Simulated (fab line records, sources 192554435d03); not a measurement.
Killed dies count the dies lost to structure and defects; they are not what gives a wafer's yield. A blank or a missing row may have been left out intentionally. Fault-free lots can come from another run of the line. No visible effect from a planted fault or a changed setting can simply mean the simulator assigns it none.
Chamber matching || flow n5Finfet || 3 sister chambers for N5_BEOL_M1_CO_CAP_55 on cvdCo-02
The step material Co, precursor CCTBA/H2, target thk 2 nm, time 102.1 s. 3 wafers are shown with their chamber, then 8 later ones without.

== WAFERS, EACH WITH ITS CHAMBER ==
{"wafer": "L488.2", "chamber": 2, "heaterPowerW (W)": 207}
{"wafer": "L488.5", "chamber": 1, "heaterPowerW (W)": 276}
{"wafer": "L489.1", "chamber": 0, "heaterPowerW (W)": 227}

== WAFERS WITH NO CHAMBER GIVEN ==
{"wafer": "L489.3", "heaterPowerW (W)": 270}
{"wafer": "L489.5", "heaterPowerW (W)": 210}
{"wafer": "L492.1", "heaterPowerW (W)": 226}
{"wafer": "L492.2", "heaterPowerW (W)": 283}
{"wafer": "L492.3", "heaterPowerW (W)": 210}
{"wafer": "L490.1", "heaterPowerW (W)": 272}
{"wafer": "L490.4", "heaterPowerW (W)": 205}
{"wafer": "L490.5", "heaterPowerW (W)": 279}

== CHAMBER TAKEN BY EACH ==
{"wafer": "L489.3", "from the rows above": 1, "in truth": 1}
{"wafer": "L489.5", "from the rows above": 2, "in truth": 2}
{"wafer": "L492.1", "from the rows above": 0, "in truth": 0}
{"wafer": "L492.2", "from the rows above": 1, "in truth": 1}
{"wafer": "L492.3", "from the rows above": 2, "in truth": 2}
{"wafer": "L490.1", "from the rows above": 1, "in truth": 1}
{"wafer": "L490.4", "from the rows above": 2, "in truth": 2}
{"wafer": "L490.5", "from the rows above": 1, "in truth": 1}
8 of 8 placed correctly. Number that these rows cannot place: 0. Placed wrongly: 0.
How it was worked out, from the rows above alone: a wafer's distance from a chamber is the root of the sum, over the readings, of the square of ((its reading less the chamber's mean) divided by the reading's scatter). If the next closest chamber is less than 2 further off than the closest, the wafer can't be placed; otherwise it belongs to the closest. Each chamber's mean is taken over the wafers shown for it. The scatter: root of mean squared gap, hidden wafer to nearest shown wafer, with one shown wafer a chamber.
